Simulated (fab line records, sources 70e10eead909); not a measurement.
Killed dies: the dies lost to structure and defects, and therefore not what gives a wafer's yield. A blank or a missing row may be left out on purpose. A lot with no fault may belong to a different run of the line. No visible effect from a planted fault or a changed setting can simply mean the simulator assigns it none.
Matching of chambers | flow nand-harc | NHARC_A_WL_FILL_ALD_00 on ald-hk-03 has 4 sister chambers
The step deposits Al2O3, target thk 3 nm, pulse time 3 s, ald cycles 30. 8 wafers are shown with their chamber, then 7 later ones without.

== WAFERS WITH THEIR CHAMBER ==
wafer  | chamber | heater-power-w (W) | precursor-pulse-height-rel
L516.5 | 0       | 489                | 1.009
L519.1 | 3       | 521                | 1.016
L519.6 | 3       | 508                | 1.041
L520.1 | 0       | 489                | 1.028
L520.3 | 2       | 481                | 0.999
L520.5 | 1       | 444                | 1.020
L522.3 | 1       | 428                | 1.018
L522.4 | 2       | 468                | 0.988

== WAFERS WHOSE CHAMBER IS MISSING ==
wafer  | heater-power-w (W) | precursor-pulse-height-rel
L522.5 | 489                | 0.992
L538.1 | 521                | 1.023
L538.3 | 426                | 1.015
L538.4 | 456                | 0.982
L537.2 | 503                | 1.029
L537.4 | 464                | 0.954
L537.5 | 468                | 0.975

== CHAMBER TAKEN BY EACH ==
wafer  | from the rows above     | in truth
L522.5 | can't be placed: 2 or 0 | 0
L538.1 | 3                       | 3
L538.3 | 1                       | 1
L538.4 | can't be placed: 2 or 1 | 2
L537.2 | can't be placed: 3 or 0 | 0
L537.4 | 2                       | 2
L537.5 | 2                       | 2
Correctly placed: 4 of 7. Unplaceable from these rows: 3, with the true chamber sitting among the candidates in 3. 0 placed wrongly.
How it was worked out, from the rows above alone: a wafer's distance from a chamber is the root of the sum, over the readings, of the square of ((its reading less the chamber's mean) divided by the reading's scatter). The wafer belongs to the nearest chamber; if the next one is less than 2 further off, it can't be placed. A chamber's mean is the mean of its shown wafers. The scatter: take each reading less its chamber's mean, square it, sum over the shown wafers, divide by the number of wafers less the number of chambers, and take the root.
